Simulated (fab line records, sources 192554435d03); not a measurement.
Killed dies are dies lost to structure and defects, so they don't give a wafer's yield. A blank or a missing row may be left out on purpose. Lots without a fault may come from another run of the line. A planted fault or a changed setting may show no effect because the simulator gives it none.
One fault seen from 2 desks | flow n5_finfet | each desk has only its own numbers; what lay behind them comes last

THE TOOL OWNER'S DESK: rie_diel-04
The tool's own readings at N5_HKMG_FIN_ETCH_67 (etches SOC in N2/H2, stops on TiN, target depth 388.9 nm): means of the sampled wafers that have a number, for each lot that ran on this tool. A lot is out of limits, marked OUT, if its mean lies more than 4 standard deviations from the usual mean; the brackets give that distance.
Columns: A = drypump_motor_current_A at N5_HKMG_FIN_ETCH_67, usual 5.9 A; B = oes_product_au at N5_HKMG_FIN_ETCH_67, usual 0.76 a.u.; C = rf_fwd_power_W at N5_HKMG_FIN_ETCH_67, usual 845 W; D = rf_vpp_V at N5_HKMG_FIN_ETCH_67, usual 240.4 V; E = showerhead_plenum_p_Torr at N5_HKMG_FIN_ETCH_67, usual 2.54 Torr; F = throttle_valve_pct at N5_HKMG_FIN_ETCH_67, usual 17.90 %
lot  | first seen here | A   | B    | C             | D                | E    | F
L739 | day 5 11:09     | 5.9 | 0.69 | 847           | 240.4            | 2.53 | 17.97
L742 | day 6 10:37     | 5.6 | 0.69 | 845           | 241.3            | 2.55 | 17.83
L746 | day 7 08:34     | 6.1 | 0.69 | 914 (+20) OUT | 233.3 (-6.5) OUT | 2.49 | 17.98
This desk's finding: out of limits on L746; first on L746, day 7 08:34 (rf_fwd_power_W at N5_HKMG_FIN_ETCH_67). In limits: L739, L742.

THE METROLOGY DESK
What the gauges read, lot by lot, whatever tool the lot ran on: means of the sampled wafers that have a number. A lot is out of limits, marked OUT, if its mean lies more than 4 standard deviations from the usual mean; the brackets give that distance. Of its 10 readings 7 are shown: those that lie furthest out on some lot.
Columns: A = DIBL_N at N5_BEOL_M4_RC_MEAS_101, usual 36.5 mV/V; B = DIBL_P at N5_BEOL_M4_RC_MEAS_101, usual 36.9 mV/V; C = IOFF_P at N5_BEOL_M4_RC_MEAS_101, usual 0.22 nA/um; D = SS_N at N5_BEOL_M4_RC_MEAS_101, usual 71.6 mV/dec; E = SS_P at N5_BEOL_M4_RC_MEAS_101, usual 73.4 mV/dec; F = VT_N at N5_BEOL_M4_RC_MEAS_101, usual 249.8 mV; G = VT_P at N5_BEOL_M4_RC_MEAS_101, usual -250 mV
lot  | first seen here | A    | B    | C    | D    | E    | F     | G
L739 | day 9 18:50     | 37.8 | 38.8 | 0.23 | 72.0 | 73.4 | 248.4 | -250
L742 | day 9 21:16     | 35.2 | 36.5 | 0.23 | 72.2 | 73.3 | 249.1 | -248
L746 | day 11 05:46    | 35.8 | 35.9 | 0.21 | 71.0 | 73.0 | 251.5 | -251
L752 | day 12 16:28    | 38.2 | 39.0 | 0.21 | 71.2 | 73.8 | 251.5 | -253
L756 | day 13 22:02    | 37.3 | 36.2 | 0.20 | 71.9 | 73.1 | 252.9 | -251
This desk's finding: nothing out of limits on any of the 5 lots.

PUT TOGETHER
The tool owner's desk could have raised an alarm at day 7 08:34, on L746.
The metrology desk saw nothing out of limits.
The metrology desk has L746 on record, within its limits.
Of the lots named, all ran N5_HKMG_FIN_ETCH_67 on rie_diel-04.

WHAT THE SIMULATOR HAD PUT IN
Process parameter drift: rie_diel-04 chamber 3, from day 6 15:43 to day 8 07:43, at N5_HKMG_FIN_ETCH_67. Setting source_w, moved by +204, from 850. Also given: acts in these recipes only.
Lots struck among those shown: L746.
Hours from the fault's start to each desk's first reading out of limits: the tool owner's desk, 17.
